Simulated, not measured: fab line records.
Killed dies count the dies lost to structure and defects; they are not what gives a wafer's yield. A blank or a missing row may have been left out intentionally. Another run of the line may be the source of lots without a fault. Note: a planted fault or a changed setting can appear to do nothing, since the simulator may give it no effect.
fab line records | flow nandHarc
record: lots: 15 wafers: 45 lastDay: 29
route steps=1159 shown P_M0@275 P_M1@293
lots that met no fault: from a run of the same line without faults
startH: the number of hours between the record's first day and the start of the first shown wafer of the lot | waitH: hours since the lot's step before | " same as the row above | L1.1+2: one row covering several wafers at once | - value missing, or start not given | * or withheld: withheld | < > ~ a bound
route shown NAME@n: a module of which the file shows steps, and the number in the route of the first | usual: mean/standard deviation taken from wafers without a fault | same: alike in all rows | chamber/n: place in a boat | sites: per-site readings | _std_site: how widely they spread, as a standard deviation | _edge_site: the outer-site mean with the inner-site mean subtracted | radiusMm: for every site, how far away it sits from the centre of the wafer | mask NAME#n: copy n | behind: tool/chamber where the wafer was last shaped | hold: why the lot was held/for how many hours/how that ended | device: whichever transistor did not switch (one of n, p or np) | end of line: the same wafers' tests at the end of the route | for a step that has no rows: nothing shown but its recipe | killed: dies that structure and defects cost at the first sort, which is not the same as the wafer's yield | map: shows each die of a wafer: x if killed, . if not, _ if none is there
set.NAME: the setting the step ran with; set.NAME@STEP: the setting that earlier step ran with | model.NAME: the simulator's own value behind a step, which no gauge read
a sample of lots followed through the steps of the route, with each step as a table and each wafer as a row
services: a tool's chamber out of use, with start hour (startH, from the record's first day; less than 0 if before it), hours out, and reason
== steps ==
step: NHARC_P_M0_PVD_21
recipe: targetThkA: 300 chamberPressurePa: 5 powerW: 5000 substrateTempC: 30 timeS: 20.49 material: Cu
usual: chamberPressurePa: 5.000/0.0095 throttleValvePct: 30.1/1
columns lot.wafer tool chamber startH waitH chamberPressurePa throttleValvePct
L806.2 pvdSputter-03 - - - 4.997 27.4
L806.1 " - " " 5.012 31.2
L806.5 " - " " 4.994 29.0
L808.4 pvdSputter-01 - - - 5.002 30.9
L808.1 " - " " 5.002 30.5
L808.6 " - " " 4.998 30.6
L805.1 pvdSputter-02 - - - 5.005 29.5
L805.6 " - " " 5.011 29.9
L805.5 " - " " 4.994 30.1
L809.1 pvdSputter-01 - - - 5.011 30.3
L809.3 " - " " 4.997 30.4
L809.6 " - " " 4.999 30.9
L812.2 pvdSputter-03 - - - 4.986 31.2
L812.3 " - " " 5.006 29.3
L812.6 " - " " 4.995 27.4
L811.4 pvdSputter-01 - - - 4.998 30.8
L811.5 " - " " 4.986 30.4
L811.6 " - " " 4.988 30.6
L810.4 pvdSputter-02 - - - 4.996 30.2
L810.5 " - " " 5.013 29.7
L810.6 " - " " 5.004 29.6
L815.2 pvdSputter-01 - - - 5.005 31.1
L815.4 " - " " 4.998 30.6
L815.5 " - " " 5.010 30.9
L817.3 pvdSputter-03 - - - 4.998 29.0
L817.1 " - " " 4.999 29.6
L817.5 " - " " 4.991 31.6
L816.1 pvdSputter-01 - - - 5.004 30.5
L816.2 " - " " 4.993 30.8
L816.6 " - " " 4.975 30.8
L818.2 pvdSputter-03 - - - 4.984 27.3
L818.1 " - " " 4.998 29.0
L818.6 " - " " 5.001 27.5
L824.1 pvdSputter-03 - - - 4.992 31.0
L824.2 " - " " 4.991 28.8
L824.6 " - " " 4.988 30.9
L825.1 pvdSputter-02 - - - 4.997 29.9
L825.3 " - " " 5.019 29.4
L825.6 " - " " 4.989 30.1
L828.1 pvdSputter-01 - - - 5.013 30.8
L828.2 " - " " 4.993 30.7
L828.6 " - " " 4.992 30.9
L827.1 pvdSputter-02 - - - 5.003 29.2
L827.4 " - " " 5.000 30.2
L827.5 " - " " 5.000 29.2
step: NHARC_P_M0_THK_MEAS_24
recipe: thkMeasGauge: xrf
usual: thkNm: 118.0/1.4
columns lot.wafer tool chamber startH waitH thkNm
L806.1 filmMetro-01 - 177.58 - 117.8
L806.2 " - " " 116.4
L806.5 " - " " 118.3
L808.1 filmMetro-01 - 177.89 - 119.9
L808.4 " - " " 119.5
L808.6 " - " " 118.3
L805.1 filmMetro-02 - 181.67 - 117.8
L805.5 " - " " 118.2
L805.6 " - " " 119.6
L809.1 filmMetro-01 - 182.54 - 115.6
L809.3 " - " " 117.9
L809.6 " - " " 117.9
L812.2 filmMetro-01 - 191.39 - 118.9
L812.3 " - " " 117.2
L812.6 " - " " 115.0
L811.4 filmMetro-01 - 192.77 - 117.1
L811.5 " - " " 118.0
L811.6 " - " " 118.4
L810.4 filmMetro-02 - 193.39 - 119.3
L810.5 " - " " 118.6
L810.6 " - " " 116.2
L815.2 filmMetro-02 - 201.71 - 117.4
L815.4 " - " " 117.5
L815.5 " - " " 118.2
L817.1 filmMetro-01 - 203.27 - 116.8
L817.3 " - " " 117.4
L817.5 " - " " 115.6
L816.1 filmMetro-02 - 203.87 - 116.5
L816.2 " - " " 116.8
L816.6 " - " " 116.6
L818.1 filmMetro-01 - 204.43 - 117.7
L818.2 " - " " 116.3
L818.6 " - " " 116.7
L824.1 filmMetro-02 - 229.32 - 117.8
L824.2 " - " " 121.4
L824.6 " - " " 118.8
L825.1 filmMetro-01 - 234.45 - 118.6
L825.3 " - " " 117.7
L825.6 " - " " 118.1
L828.1 filmMetro-02 - 249.51 - 116.0
L828.2 " - " " 118.7
L828.6 " - " " 116.3
L827.1 filmMetro-01 - 250.16 - 120.2
L827.4 " - " " 121.4
L827.5 " - " " 118.9
step: NHARC_P_M0_INSPECT_27
usual: rawDefectCount: 303/140
columns lot.wafer tool chamber startH waitH rawDefectCount
L806.1 defectInspect-02 - 177.76 0.0 172
L806.2 " - " " 139
L806.5 " - " " 175
L808.1 defectInspect-02 - 178.07 0.0 202
L808.4 " - " " 204
L808.6 " - " " 193
L805.1 defectInspect-01 - 181.85 0.0 295
L805.5 " - " " 303
L805.6 " - " " 279
L809.1 defectInspect-01 - 182.71 0.0 510
L809.3 " - " " 580
L809.6 " - " " 274
L812.2 defectInspect-02 - 191.55 0.0 260
L812.3 " - " " 225
L812.6 " - " " 148
L811.4 defectInspect-02 - 192.98 0.0 609
L811.5 " - " " 696
L811.6 " - " " 337
L810.4 defectInspect-02 - 193.54 0.0 468
L810.5 " - " " 309
L810.6 " - " " 208
L815.2 defectInspect-02 - 201.87 0.0 374
L815.4 " - " " 489
L815.5 " - " " 346
L817.1 defectInspect-02 - 203.42 0.0 785
L817.3 " - " " 857
L817.5 " - " " 687
L816.1 defectInspect-01 - 204.02 0.0 183
L816.2 " - " " 227
L816.6 " - " " 186
L818.1 defectInspect-01 - 204.60 0.0 368
L818.2 " - " " 305
L818.6 " - " " 307
L824.1 defectInspect-01 - 229.48 0.0 159
L824.2 " - " " 305
L824.6 " - " " 187
L825.1 defectInspect-01 - 234.60 0.0 232
L825.3 " - " " 281
L825.6 " - " " 200
L828.1 defectInspect-01 - 249.67 0.0 307
L828.2 " - " " 275
L828.6 " - " " 441
L827.1 defectInspect-02 - 250.32 0.0 385
L827.4 " - " " 178
L827.5 " - " " 82
step: NHARC_P_M1_PEB_07
recipe: pebTempC: 100 pebTimeS: 65
usual: chillPlateTempC: 23.00/0.1 exhaustPa: 44.7/0.98 plateTempC: 99.99/0.13
columns lot.wafer tool chamber startH waitH chillPlateTempC exhaustPa plateTempC
L806.1 lithoTrack-01 0 179.05 0.1 23.08 44.2 99.89
L806.2 " 0 " " 22.99 43.7 100.05
L806.5 " 0 " " 22.98 44.3 99.90
L808.1 lithoTrack-04 0 179.62 0.1 22.82 43.7 99.77
L808.4 " 0 " " 23.01 44.4 99.77
L808.6 " 0 " " 22.87 44.5 99.91
L805.1 lithoTrack-06 0 183.17 0.1 22.87 43.8 100.12
L805.5 " 0 " " 23.02 44.0 100.08
L805.6 " 0 " " 23.09 45.1 99.87
L809.1 lithoTrack-04 0 183.92 0.1 23.07 43.7 99.99
L809.3 " 0 " " 22.98 44.7 100.05
L809.6 " 0 " " 23.17 44.7 100.15
L812.2 lithoTrack-06 0 192.74 0.1 22.98 43.6 100.11
L812.3 " 0 " " 23.02 45.2 99.94
L812.6 " 0 " " 23.05 43.6 100.12
L811.4 lithoTrack-06 0 194.73 0.0 22.77 46.1 100.17
L811.5 " 0 " " 23.08 45.7 100.11
L811.6 " 0 " " 22.93 44.3 99.88
L810.4 lithoTrack-04 0 195.09 0.0 22.99 45.7 99.90
L810.5 " 0 " " 23.10 44.6 99.96
L810.6 " 0 " " 22.98 45.4 100.10
L815.2 lithoTrack-01 - 203.37 0.1 - - -
L815.4 " - " " - - -
L815.5 " - " " - - -
L817.1 lithoTrack-04 - 205.47 0.1 - - -
L817.3 " - " " - - -
L817.5 " - " " - - -
L816.1 lithoTrack-04 - 206.73 0.1 - - -
L816.2 " - " " - - -
L816.6 " - " " - - -
L818.1 lithoTrack-04 0 207.01 0.1 22.87 44.7 99.95
L818.2 " 0 " " 22.86 44.6 99.90
L818.6 " 0 " " 22.84 45.2 99.98
L824.1 lithoTrack-04 0 230.82 0.1 23.06 45.0 100.10
L824.2 " 0 " " 22.93 45.5 99.91
L824.6 " 0 " " 23.02 45.6 99.77
L825.1 lithoTrack-04 0 235.91 0.1 23.12 43.6 99.82
L825.3 " 0 " " 23.05 44.4 99.80
L825.6 " 0 " " 23.08 44.7 99.89
L828.1 lithoTrack-01 0 250.99 0.1 22.88 45.0 100.04
L828.2 " 0 " " 22.81 44.6 99.99
L828.6 " 0 " " 23.00 44.1 99.91
L827.1 lithoTrack-06 0 251.63 0.1 22.96 45.1 100.06
L827.4 " 0 " " 23.06 44.5 100.11
L827.5 " 0 " " 23.07 45.3 100.05
== services ==
columns tool chamber startH hours kind
pvdSputter-01 - 158.00 10.0 pm
pvdSputter-03 - 179.13 6.0 repair
lithoTrack-01 - 179.46 - consumableReplace:filter
pvdSputter-01 - 193.37 2.8 repair
pvdSputter-02 - 214.07 10.0 pm
pvdSputter-03 - 249.65 10.3 repair
== key ==
firstSign: step: NHARC_P_M1_PEB_07 reading: toolRecord direction: missing
effect none on later readings
metAt NHARC_P_M1_PEB_07
struckLots L815,L816,L817
laterRowsLeftOut L815.2,L815.4,L815.5,L816.1,L816.2,L816.6,L817.1,L817.3,L817.5
sortLeftOut L815.2,L815.4,L815.5,L816.1,L816.2,L816.6,L817.1,L817.3,L817.5
notActingAt NHARC_P_M0_PVD_21,NHARC_P_M0_THK_MEAS_24,NHARC_P_M0_INSPECT_27
onsetBetween 195.09 203.37
fault: kind: skippedStepWhole tool: lithoTrack-01,lithoTrack-04 chamber: - onsetH: 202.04 steps: NHARC_P_M1_PEB_07 scope: struckLotsOnly
sortLeftOut: the simulated sort isn't trusted on such a fault, so these wafers' sort isn't shown, and their yield isn't known
laterRowsLeftOut: the simulator's readings of these wafers behind a module that went badly wrong aren't trusted and aren't shown, but for the sort
